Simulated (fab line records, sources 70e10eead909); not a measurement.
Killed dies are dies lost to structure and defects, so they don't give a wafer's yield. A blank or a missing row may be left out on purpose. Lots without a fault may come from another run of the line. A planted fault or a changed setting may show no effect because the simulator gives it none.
A struck lot beside a sound one | flow nand_harc | 15 steps out of a route of 1159
Sound: wafers L631.1, L631.2, L631.3. Struck: wafers L639.1, L639.2, L639.6. The cause comes at the end.
At each step with rows: each side's tool, then ch and its chambers, then its first start. Under that, the readings that differ: sound wafers | struck wafers | difference of the means | sigmas: that difference in standard deviations of wafers without a fault.
alike: readings whose means differ by less than 2 such deviations, and words and numbers that are the same on both sides. not compared: withheld readings, readings that some wafer has no value for, bounds like >300 that may hide the same value, and numbers for which the record gives no deviation and whose values overlap.
The two part at a step that has a row with sigmas, a row that says differs or no value, or rows on one side only. Numbers that don't overlap but have no deviation are shown without sigmas and don't part them. A reading that every wafer of one side lacks parts them only if that side has two wafers or more.

first, 1 step without rows for these wafers: NHARC_A_CONTACT_ETCH_134 (etches the open film in C4F8/O2/Ar, time 140 s, target depth 700 nm).
NHARC_A_CONTACT_ETCH_135: etches the open film in C4F8/O2/Ar, time 132 s, target depth 1287 nm.
  sound on har_cap_etch-02 ch 0,1, day 19 02:04; struck on har_cap_etch-01 ch 0,1, day 20 06:03
  alike: chamber_pressure_mTorr, oes_air_line_au
  not compared: rf_hours_counter_h
NHARC_A_CONTACT_ETCH_136: etches the open film in C4F8/O2/Ar, time 132 s, target depth 1287 nm.
  sound on har_cap_etch-02 ch 0,1, day 19 02:12; struck on har_cap_etch-01 ch 0,1, day 20 06:13
  alike: chamber_pressure_mTorr, oes_air_line_au
  not compared: rf_hours_counter_h
NHARC_A_CONTACT_ETCH_137: etches the open film in C4F8/O2/Ar, time 132 s, target depth 1287 nm.
  sound on har_cap_etch-02 ch 0,1, day 19 02:19; struck on har_cap_etch-01 ch 0,1, day 20 06:23
  reading                | sound             | struck            | difference | sigmas
  oes_air_line_au (a.u.) | 0.995 1.038 1.023 | 0.950 0.995 0.993 | -0.039     | -2
  alike: chamber_pressure_mTorr
  not compared: rf_hours_counter_h
NHARC_A_CONTACT_ETCH_138: etches the open film in C4F8/O2/Ar, time 132 s, target depth 1289 nm.
  sound on har_cap_etch-02 ch 0,1, day 19 02:26; struck on har_cap_etch-01 ch 0,1, day 20 06:32
  alike: chamber_pressure_mTorr, oes_air_line_au
  not compared: rf_hours_counter_h
then, 3 steps without rows for these wafers: NHARC_A_CONTACT_ETCH_139 (etches the open film in C4F8/O2/Ar, time 137 s, target depth 590 nm); NHARC_A_CONTACT_ETCH_92 (etches the open film in CH3F/O2, target depth 40 nm, time 85.7 s); NHARC_A_CONTACT_ETCH_98 (etches the open film in C4F6/O2, target depth 20 nm, time 10 s).
NHARC_A_CONTACT_CD_MEAS_15:
  sound on cd_sem-03, day 19 03:11; struck on cd_sem-02, day 20 07:17
  alike: cd_nm
then, 3 steps without rows for these wafers: NHARC_A_CONTACT_STRIP_107 (strips in N2/H2); NHARC_A_CONTACT_STRIP_108 (strips in CF4/CHF3); NHARC_A_CONTACT_STRIP_109 (strips in O2/COS).
NHARC_A_CONTACT_ETCH_110: etches the open film in CF4/O2, target depth 50 nm, overetch 5 nm, time 27.5 s.
  sound on rie_diel-02 ch 0,1,2, day 19 03:29; struck on rie_diel-12 ch 0,1, day 20 07:35
  no value came back on the struck wafers for any of 12 readings (bias_w (W), cf4_flow_sccm (sccm) and others); on the sound wafers bias_w (W) reads 99.80 100.27 100.06
NHARC_A_CONTACT_STRIP_26: strips in O2.
  sound on rie_diel-02 ch 0,1,3; struck on rie_diel-12 ch 0,2, day 20 07:39
  alike: chamber_pressure_mTorr, drypump_motor_current_A, mfc_ar_sccm, o2_flow_sccm, oes_product_au, rf_vpp_V, showerhead_plenum_p_Torr, throttle_valve_pct
  not compared: rf_hours_counter_h
-- the record jumps here: 2 days lie between the struck wafers' starts before and after (it left off in module A_CONTACT and takes up again in module END, whose first step shown is number 1159 of the route) --
NHARC_END_SORT_01:
  sound on prober-02 ch 0, day 21 04:52; struck on prober-02 ch 0, day 22 15:27
  reading         | sound    | struck   | difference | sigmas
  killed_at_array | 12 15 11 | 49 38 46 | +32        | +3
  killed_dies     | 18 20 15 | 54 43 48 | +31        | +3
  alike: killed_at_other, killed_at_periphery, killed_open, killed_short

WHERE THEY PART
First at NHARC_A_CONTACT_ETCH_137; last, within this record, at NHARC_END_SORT_01.

WHY: what the simulator had put in
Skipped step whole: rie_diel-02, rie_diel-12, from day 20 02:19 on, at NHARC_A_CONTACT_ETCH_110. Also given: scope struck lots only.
